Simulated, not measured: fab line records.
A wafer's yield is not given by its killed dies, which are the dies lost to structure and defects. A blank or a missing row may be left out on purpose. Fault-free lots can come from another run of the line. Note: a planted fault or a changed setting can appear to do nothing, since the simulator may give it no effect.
A struck lot beside a sound one | flow n5 finfet | 16 steps out of a route of 1938
Sound: the wafers L809.4, L809.5, L809.6. Struck: wafer L801.6. (L801.1, L801.2 of the same lot were not struck and are left out.) The cause comes at the end.
At each step with rows: each side's tool, then ch and its chambers, then its first start. Under that, the readings that differ: sound wafers | struck wafers | difference of the means | sigmas: that difference in standard deviations of wafers without a fault.
alike: readings whose means differ by less than 2 such deviations, and words and numbers that are the same on both sides. not compared: withheld readings, readings that some wafer has no value for, bounds like >300 that may hide the same value, and numbers for which the record gives no deviation and whose values overlap.
A row with sigmas, a row that says differs or no value, or rows on one side alone: a step with any of these is where the two part. Numbers that don't overlap but have no deviation are shown without sigmas and don't part them. Lack of a reading on every wafer of one side parts them only where that side has two or more wafers.

N5_FIN_CUT_OVL_MEAS_09:
  sound on overlay-02 ch 0, day 7 04:45; struck on overlay-01 ch 0, day 5 04:37
  alike: FIN_CUT_OVL
N5_FIN_CUT_INSPECT_10: inspects for defects (brightfield).
  sound on defect inspect-02 at day 7 04:47; struck on defect inspect-01 at day 5 04:40
  alike: raw defect count
then, 1 step without rows for these wafers: N5_FIN_CUT_DESCUM_13 (chemistry O2, time 7 s).
N5_FIN_CUT_ETCH_30: etches underlayer in N2/H2, target depth 13 nm, time 10.4 s.
  sound on rie diel-04 ch 2,3, day 7 04:52; struck on rie diel-05 ch 2, day 5 04:44
  alike: bias w, drypump motor current A, etch rf on time s, oes product au, rf vpp V, showerhead plenum p Torr, throttle valve pct
  not compared: rf hours counter h
then, 1 step without rows for these wafers: N5_FIN_CUT_ETCH_20 (etches SiARC in CF4, target depth 26 nm, time 43.3 s).
N5_FIN_CUT_ETCH_21: etches SOC in N2/H2, target depth 219 nm, overetch 43.8 nm, time 523.5 s.
  sound on rie diel-04 ch 2,3, day 7 04:55; struck on rie diel-05 ch 2, day 5 04:47
  alike: bias w, drypump motor current A, oes product au, rf vpp V, showerhead plenum p Torr, throttle valve pct
  not compared: rf hours counter h
then, 4 steps without rows for these wafers: N5_FIN_CUT_STRIP_23 (strips in N2/H2); N5_FIN_CUT_STRIP_31 (strips in N2/H2); N5_FIN_CUT_STRIP_24 (strips in CF4); N5_FIN_CUT_CUT_ETCH_26 (etches SiNx in CH3F/O2, target depth 39 nm, time 55.7 s).
N5_FIN_CUT_CUT_ETCH_27: etches SiO2 in CHF3/O2, target depth 4 nm, overetch 2 nm, time 4.9 s.
  sound on rie diel-04 ch 2,3, day 7 05:19; struck on rie diel-05 ch 2, day 5 05:11
  alike: O2_flow_sccm, bias w, drypump motor current A, oes product au, rf vpp V, showerhead plenum p Torr, throttle valve pct
  not compared: rf hours counter h
N5_FIN_CUT_PRECLEAN_35: cleans in vHF, time 13.3 s.
  sound on vapor etch-01 ch 0,1, day 7 05:31; struck on vapor etch-02 ch 1, day 5 05:15
  alike: drypump motor current A, foreline p Torr
N5_FIN_CUT_CUT_ETCH_15: etches Si in HBr/Cl2/O2, target depth 100 nm, bt time 10 s, time 42.4 s.
  sound on rie si-05 ch 0,2,3, day 7 05:34; struck on rie si-01 ch 0, day 5 05:20
  reading                                  | sound             | struck | difference | sigmas
  model.FIN_CUT.feature depth nm (nm)      | 102 101.2 102.4   | 95     | -7         |
  model.etch.depth nm (nm)                 | 102 101.3 102.4   | 95.07  | -6.83      |
  model.SOC_of_FIN_CUT_COAT_18.thk nm (nm) | 168.4 168.8 167.4 | 172.4  | +4.2       |
  alike: HBr_flow_sccm, O2_flow_sccm, drypump motor current A, oes product au, throttle valve pct
  not compared: bias w, rf hours counter h
N5_FIN_CUT_CUT_ETCH_28: etches Si in HBr/Cl2/O2, target depth 6 nm, time 2.4 s.
  sound on rie si-05 ch 0,2,3, day 7 05:38; struck on rie si-01 ch 0, day 5 05:23
  reading                                  | sound             | struck | difference | sigmas
  HBr_flow_sccm (sccm)                     | 149.5 149.5 149.9 | 151.2  | +1.6       | +4
  model.SOC_of_FIN_CUT_COAT_18.thk nm (nm) | 166.8 167 165.6   | 170.6  | +4.1       |
  alike: O2_flow_sccm, drypump motor current A, oes product au, throttle valve pct
  not compared: bias w, rf hours counter h
N5_FIN_CUT_STRIP_22: strips in N2/H2.
  sound on rie diel-03 ch 2,3, day 7 05:52; struck on rie diel-03 ch 2, day 5 05:27
  alike: bias power w, drypump motor current A, oes product au, rf vpp V, showerhead plenum p Torr, throttle valve pct
  not compared: rf hours counter h
-- here the record skips 6 days between the struck wafers' starts before and after, leaving off in module FIN_CUT and picking up in module BEOL_M4 (first step shown: number 1111 of the route) --
N5_BEOL_M4_RC_MEAS_101:
  sound on prober-01 ch 0, day 13 06:58; struck on prober-01 ch 0, day 11 03:50
  alike: DIBL_N, DIBL_P, IOFF_N, IOFF_P, ION_N, ION_P, SS_N, SS_P, VT_N, VT_P

WHERE THEY PART
N5_FIN_CUT_CUT_ETCH_28 only, going by this record. Later steps at which nothing parts them and some readings are alike: N5_FIN_CUT_STRIP_22, N5_BEOL_M4_RC_MEAS_101.

WHY: whatever the simulator had introduced
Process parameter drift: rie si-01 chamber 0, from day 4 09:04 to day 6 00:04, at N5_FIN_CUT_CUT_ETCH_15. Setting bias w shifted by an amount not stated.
